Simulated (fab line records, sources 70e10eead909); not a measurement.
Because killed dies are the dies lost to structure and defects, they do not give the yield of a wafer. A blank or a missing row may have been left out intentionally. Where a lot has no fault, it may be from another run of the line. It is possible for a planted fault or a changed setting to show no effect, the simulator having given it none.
A struck lot beside a sound one :: flow nand harc :: 15 out of 1302 route steps
Sound: the wafers L581.1, L581.2, L581.4. Wafers struck: L578.2, L578.5, L578.6. At the end, the cause is stated.
Order at every step that has rows: each side's tool, ch and its chambers, its first start. Under that, the readings that differ: sound wafers :: struck wafers :: difference of the means :: sigmas: that difference in standard deviations of wafers without a fault.
alike: a reading whose means differ by less than 2 such deviations, as well as words and numbers matching on both sides. not compared: withheld readings; readings where some wafer has no value; bounds like >300 that might hide an equal value; numbers whose values overlap and for which the record gives no deviation.
Wherever a step has rows on one side only, a row that says differs or no value, or a row with sigmas, the two part there. Non-overlapping numbers with no deviation appear without sigmas and do not part them. A reading that every wafer of one side lacks parts them only if that side has two wafers or more.

NHARC_A_DECK1_JOINT_CMP_02: polishes SiOx.
  sound on cmp-04 ch 0,1,2, day 15 03:08; struck on cmp-03 ch 0,1,3, day 13 09:39
  alike: motor current A
after that, 1 step had no rows for these wafers: NHARC_A_DECK1_JOINT_SRD_15.
NHARC_A_DECK1_JOINT_DEP_16: deposits SiO2, target thk 45 nm.
  sound on pecvd-01 ch 1,2, day 15 03:33; struck on pecvd-03 ch 0,1,2, day 13 10:01
  alike: heater power w, susceptor temp C, throttle valve pct
NHARC_A_DECK1_JOINT_THK_MEAS_17: measures by ellipsometry.
  struck on film metro-02, day 13 10:16; sound on film metro-02, day 15 03:48
  alike: thk nm
NHARC_A_DECK1_JOINT_INSPECT_05:
  struck on defect inspect-02, day 13 10:18; sound on defect inspect-02, day 15 03:50
reading: raw defect count
sound: 242 435 205
struck: 655 439 509
difference: +240
sigmas: +2
then, 1 step without rows for these wafers: NHARC_A_ONON_D2_DEP_00 (target thk 1000 nm).
NHARC_A_ONON_D2_THK_MEAS_02: measures by ellipsometry.
  struck on film metro-02, day 13 10:53; sound on film metro-01, day 15 04:42
  alike: thk nm
then, 1 step without rows for these wafers: NHARC_A_ONON_D2_DEP_03 (target thk 1000 nm).
NHARC_A_ONON_D2_THK_MEAS_05: measures by ellipsometry.
  struck on film metro-01, day 13 11:26; sound on film metro-02, day 15 05:16
  alike: thk nm
then, 1 step without rows for these wafers: NHARC_A_ONON_D2_DEP_06 (target thk 1000 nm).
NHARC_A_ONON_D2_THK_MEAS_08: measures by ellipsometry.
  struck on film metro-01, day 13 12:01; sound on film metro-01, day 15 05:50
  alike: thk nm
NHARC_A_ONON_D2_DEP_09: target thk 1000 nm.
  sound on pecvd onon-03 ch 0, day 15 05:54; struck on pecvd onon-01 ch 0, day 13 12:07
reading: susceptor temp C (C)
sound: 400.32 400.78 400.09
struck: 400.18 399.81 399.75
difference: -0.48
sigmas: -2
  alike: n2 flow sccm
NHARC_A_ONON_D2_THK_MEAS_11: measures by ellipsometry.
  struck on film metro-02, day 13 12:34; sound on film metro-01, day 15 06:25
reading: thk nm (nm)
sound: 995 996 997
struck: 386 386 385
difference: -610
sigmas: -77
then, 1 step without rows for these wafers: NHARC_A_ONON_D2_DEP_12 (target thk 1000 nm).
-- break in the record here, with 11 days between the starts of the struck wafers on either side (left off in module A_ONON_D2, picked up again in module END, where the first step shown is number 1302 on the route) --
NHARC_END_SORT_01:
  the record has rows for the struck wafers here (prober-02 ch 0, day 24 20:25) and none for the sound ones

== WHERE THEY PART ==
At NHARC_A_DECK1_JOINT_INSPECT_05 first; at NHARC_END_SORT_01 last (within this record only).

WHY: what the simulator had put in
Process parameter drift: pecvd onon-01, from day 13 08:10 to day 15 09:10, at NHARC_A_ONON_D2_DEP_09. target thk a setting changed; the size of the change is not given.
